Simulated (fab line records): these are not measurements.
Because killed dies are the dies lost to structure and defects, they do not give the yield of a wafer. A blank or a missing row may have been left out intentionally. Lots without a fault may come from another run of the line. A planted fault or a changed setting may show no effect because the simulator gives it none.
Comparing a struck lot with a sound one :: flow n5 finfet :: 16 steps out of a route of 1938
Sound: the wafers L164.2, L164.4, L164.6. Struck: wafers L167.1, L167.2, L167.3. The cause comes at the end.
Per side, at each step with rows, come the tool, then ch with its chambers, and then its first start. Under that, the readings that differ: sound wafers :: struck wafers :: difference of the means :: sigmas: that difference in standard deviations of wafers without a fault.
alike: readings with means less than 2 such deviations apart, plus words and numbers identical on both sides. not compared: withheld readings, readings lacking a value on some wafer, bounds such as >300 that could conceal the same value, and numbers that have no deviation in the record and whose values overlap.
A row with sigmas, a row that says differs or no value, or rows on one side alone: a step with any of these is where the two part. Numbers that don't overlap but have no deviation are shown without sigmas and don't part them. A reading missing from all wafers of one side parts the sides only when that side holds two or more wafers.

N5_FIN_SAQP_ETCH_34: etches SiO2 in C4F6/O2, target depth 45 nm, time 15 s.
  sound on rie diel-06 ch 1,2, day 3 15:29; struck on rie diel-05 ch 1,2,3, day 4 09:40
  alike: drypump motor current A, etch rf on time s, mfc ar sccm, oes product au, rf fwd power W, rf vpp V, showerhead plenum p Torr, throttle valve pct
  not compared: rf hours counter h
N5_FIN_SAQP_STRIP_77: strips in N2/H2, time 90 s.
  sound on rie diel-06 ch 1,2, day 3 15:31; struck on rie diel-05 ch 1,2,3, day 4 09:41
  alike: drypump motor current A, oes product au, rf vpp V, showerhead plenum p Torr, throttle valve pct
  not compared: rf hours counter h
N5_FIN_SAQP_HM_CD_35: target cd 8 nm.
  sound on cd sem-02 at day 3 15:38; struck on cd sem-01 at day 4 09:49
reading: cd nm (nm)
sound: 8.22 8.39 8.39
struck: 8.00 7.42 7.80
difference: -0.59
sigmas: -3
N5_FIN_SAQP_ETCH_64: etches SiO2 in CF4, target depth 1.5 nm.
  sound on rie si-03 ch 0,1,2, day 3 15:41; struck on rie si-03 ch 0,1,3, day 4 09:51
  alike: drypump motor current A, oes product au, rf fwd power W, throttle valve pct
  not compared: rf hours counter h
N5_FIN_SAQP_FIN_ETCH_36: etches the open film in HBr/Cl2/O2, target depth 120 nm, time 50.4 s.
  sound on rie si-03 ch 0,1,2, day 3 15:42; struck on rie si-03 ch 0,1,3, day 4 09:52
  alike: drypump motor current A, oes product au, rf fwd power W, throttle valve pct
  not compared: rf hours counter h
N5_FIN_SAQP_CD_MEAS_37: target cd 8 nm.
  sound on cd sem-02 at day 3 15:49; struck on cd sem-01 at day 4 09:59
  alike: cd nm
then, 3 steps without rows for these wafers: N5_FIN_SAQP_PRECLEAN_38 (cleans in O3/DIW, time 45 s); N5_FIN_SAQP_PRECLEAN_45 (cleans in dHF, time 10 s); N5_FIN_SAQP_SRD_39 (time 30 s).
N5_FIN_SAQP_OCD_MEAS_76:
  sound on ocd-01 at day 3 15:55; struck on ocd-01 at day 4 10:05
  alike: trench depth nm
N5_FIN_SAQP_INSPECT_40: inspects for defects (brightfield).
  sound on defect inspect-02 at day 3 15:57; struck on defect inspect-01 at day 4 10:07
  alike: raw defect count
then, 1 step without rows for these wafers: N5_FIN_CUT_COAT_18 (time 60 s, resist thk 230 nm).
N5_FIN_CUT_COAT_19: time 60 s, resist thk 20 nm.
  sound on litho track-01 ch 0, day 3 15:59; struck on litho track-01 ch 0, day 4 10:10
reading: heater power total W (W)
sound: 430.4 427.0 425.6
struck: 461.8 465.7 465.9
difference: +36.8
sigmas: +17

reading: run length s (s)
sound: 66.58 66.43 66.42
struck: 58.85 58.75 58.63
difference: -7.73
sigmas: -52
then, 1 step without rows for these wafers: N5_FIN_CUT_COAT_29 (time 60 s, resist thk 10 nm).
-- the record jumps here: 6 days lie between the struck wafers' starts before and after (it left off in module FIN_CUT and takes up again in module BEOL_M4, whose first step shown is number 1111 of the route) --
N5_BEOL_M4_RC_MEAS_101:
  sound on prober-01 ch 0, day 9 10:13; struck on prober-02 ch 0, day 10 17:59
reading: DIBL_P (mV/V)
sound: 38.2 36.5 37.8
struck: 31.5 33.8 31.2
difference: -5.3
sigmas: -3

reading: SS_P (mV/dec)
sound: 74.0 72.7 73.1
struck: 71.5 72.6 71.6
difference: -1.4
sigmas: -2
  alike: DIBL_N, IOFF_N, IOFF_P, ION_N, ION_P, SS_N, VT_N, VT_P
-- here the record skips 4 days between the struck wafers' starts before and after, leaving off in module BEOL_M4 and picking up in module PASSIVATION (first step shown: number 1936 of the route) --
N5_PASSIVATION_PROBE_49:
  sound on prober-02 at day 13 22:07; struck on prober-01 at day 15 00:17
  alike: defect limited yield, killed_at_M0_to_M3, killed_at_M4_up, killed at contacts, killed at front end, killed at other, killed dies, killed on rim, killed open, killed short, sort_bin_5_function, sort_bin_6_memory, sort n pass, sort yield pct

WHERE THEY PART
First at N5_FIN_SAQP_HM_CD_35; last, within this record, at N5_BEOL_M4_RC_MEAS_101. Later steps at which nothing parts them and some readings are alike: N5_PASSIVATION_PROBE_49.

WHY: what the simulator had put in
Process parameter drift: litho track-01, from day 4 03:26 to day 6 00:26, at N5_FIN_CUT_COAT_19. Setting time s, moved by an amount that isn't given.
